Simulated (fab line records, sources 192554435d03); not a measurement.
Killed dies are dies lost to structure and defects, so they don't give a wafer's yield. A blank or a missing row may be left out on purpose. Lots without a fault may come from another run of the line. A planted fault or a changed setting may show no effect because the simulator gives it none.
Chamber matching | flow n5_finfet | N5_FIN_SAQP_MANDREL_ETCH_58 on rie_si-06: 4 sister chambers
The step etches a-Si in HBr/Cl2, stops on SiNx, target depth 45 nm, bt time 10 s, time 27 s. 27 wafers are shown with their chamber, then 12 later ones without.

WAFERS WITH THEIR CHAMBER
wafer  | chamber | throttle_valve_pct (%) | drypump_motor_current_A (A) | oes_product_au (a.u.)
L075.1 | 1       | 35.5                   | 5.8                         | 0.715
L075.3 | 3       | 35.7                   | 4.9                         | 0.702
L075.5 | 2       | 34.8                   | 5.5                         | 0.681
L077.1 | 2       | 34.8                   | 5.5                         | 0.675
L077.3 | 1       | 35.5                   | 5.8                         | 0.727
L077.6 | 0       | 35.8                   | 6.0                         | 0.696
L078.1 | 2       | 34.8                   | 5.5                         | 0.676
L078.3 | 0       | 35.8                   | 6.0                         | 0.681
L078.6 | 2       | 34.8                   | 5.5                         | 0.678
L079.1 | 0       | 35.8                   | 6.0                         | 0.674
L079.3 | 1       | 35.5                   | 5.8                         | 0.711
L079.6 | 1       | 35.5                   | 5.8                         | 0.715
L080.1 | 1       | 35.5                   | 5.8                         | 0.700
L080.3 | 3       | 35.7                   | 4.8                         | 0.688
L080.5 | 3       | 35.7                   | 4.8                         | 0.706
L081.2 | 1       | 35.5                   | 5.8                         | 0.707
L081.3 | 0       | 35.8                   | 6.0                         | 0.689
L081.5 | 1       | 35.5                   | 5.8                         | 0.715
L082.1 | 2       | 34.9                   | 5.5                         | 0.661
L082.2 | 1       | 35.5                   | 5.8                         | 0.705
L082.3 | 3       | 35.7                   | 4.8                         | 0.697
L086.1 | 0       | 35.8                   | 6.0                         | 0.694
L086.3 | 3       | 35.7                   | 4.8                         | 0.702
L086.4 | 2       | 34.8                   | 5.5                         | 0.686
L087.1 | 3       | 35.7                   | 4.9                         | 0.695
L087.3 | 1       | 35.5                   | 5.8                         | 0.704
L087.6 | 3       | 35.7                   | 4.8                         | 0.704

SIGNATURES (means of the wafers above)
reading                 | chamber 0 | chamber 1 | chamber 2 | chamber 3 | scatter within a chamber
throttle_valve_pct      | 35.800    | 35.500    | 34.817    | 35.700    | 0.019
drypump_motor_current_A | 6.000     | 5.800     | 5.500     | 4.829     | 0.0249
oes_product_au          | 0.68680   | 0.71100   | 0.67617   | 0.69914   | 0.00795
Rule: a wafer's distance from a chamber is the root of the sum, over the readings, of the square of ((its reading less the chamber's mean) divided by the reading's scatter). The wafer belongs to the nearest chamber; if the next one is less than 2 further off, it can't be placed. The scatter: the root of (the sum of the squares of (reading less its chamber's mean) over the shown wafers, divided by (wafers less chambers)).

WAFERS WITHOUT THEIR CHAMBER
wafer  | throttle_valve_pct (%) | drypump_motor_current_A (A) | oes_product_au (a.u.)
L088.1 | 34.8                   | 5.5                         | 0.670
L088.3 | 35.5                   | 5.8                         | 0.713
L088.5 | 35.7                   | 4.9                         | 0.707
L090.1 | 35.8                   | 6.0                         | 0.689
L090.2 | 35.7                   | 4.9                         | 0.700
L090.5 | 35.5                   | 5.8                         | 0.722
L096.1 | 34.9                   | 5.5                         | 0.668
L096.3 | 35.8                   | 6.0                         | 0.697
L096.4 | 35.5                   | 5.8                         | 0.720
L097.2 | 35.5                   | 5.8                         | 0.715
L097.5 | 35.8                   | 6.0                         | 0.693
L097.6 | 34.8                   | 5.5                         | 0.690

WHICH CHAMBER EACH WENT THROUGH
wafer  | from the rows above | in truth
L088.1 | 2                   | 2
L088.3 | 1                   | 1
L088.5 | 3                   | 3
L090.1 | 0                   | 0
L090.2 | 3                   | 3
L090.5 | 1                   | 1
L096.1 | 2                   | 2
L096.3 | 0                   | 0
L096.4 | 1                   | 1
L097.2 | 1                   | 1
L097.5 | 0                   | 0
L097.6 | 2                   | 2
Placed correctly: 12 of 12. Can't be placed from these rows: 0. Placed wrongly: 0.
